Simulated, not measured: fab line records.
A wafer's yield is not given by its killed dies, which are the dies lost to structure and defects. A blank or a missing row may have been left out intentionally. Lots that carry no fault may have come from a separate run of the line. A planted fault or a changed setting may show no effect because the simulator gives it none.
Chamber matching / flow n5Finfet / N5_BEOL_M15_DESCUM_15 on rieDiel-06 has 4 sister chambers
The step chemistry O2, time 7.9 s. 4 wafers are shown with their chamber, then 7 later ones without.

WAFERS PAIRED WITH THEIR CHAMBERS
wafer=L079.3; chamber=2; throttleValvePct (%)=20.59
wafer=L081.5; chamber=1; throttleValvePct (%)=19.89
wafer=L084.1; chamber=0; throttleValvePct (%)=20.51
wafer=L084.3; chamber=3; throttleValvePct (%)=20.94

WAFERS MISSING THEIR CHAMBER
wafer=L084.4; throttleValvePct (%)=20.59
wafer=L085.3; throttleValvePct (%)=20.94
wafer=L085.5; throttleValvePct (%)=20.51
wafer=L085.6; throttleValvePct (%)=20.95
wafer=L092.2; throttleValvePct (%)=19.92
wafer=L092.3; throttleValvePct (%)=20.52
wafer=L092.4; throttleValvePct (%)=20.61

WHICH CHAMBER EACH WENT THROUGH
wafer=L084.4; from the rows above=2; in truth=2
wafer=L085.3; from the rows above=3; in truth=3
wafer=L085.5; from the rows above=0; in truth=0
wafer=L085.6; from the rows above=3; in truth=3
wafer=L092.2; from the rows above=1; in truth=1
wafer=L092.3; from the rows above=0; in truth=0
wafer=L092.4; from the rows above=2; in truth=2
Placed correctly: 7 of 7. From these rows, 0 cannot be placed. Wrongly placed: 0.
How it was worked out, from the rows above alone: a wafer's distance from a chamber is the root of the sum, over the readings, of the square of ((its reading less the chamber's mean) divided by the reading's scatter). The wafer belongs to the nearest chamber; if the next one is less than 2 further off, it can't be placed. A chamber's mean is the mean of its shown wafers. The scatter: root of mean squared gap, hidden wafer to nearest shown wafer, with one shown wafer a chamber.
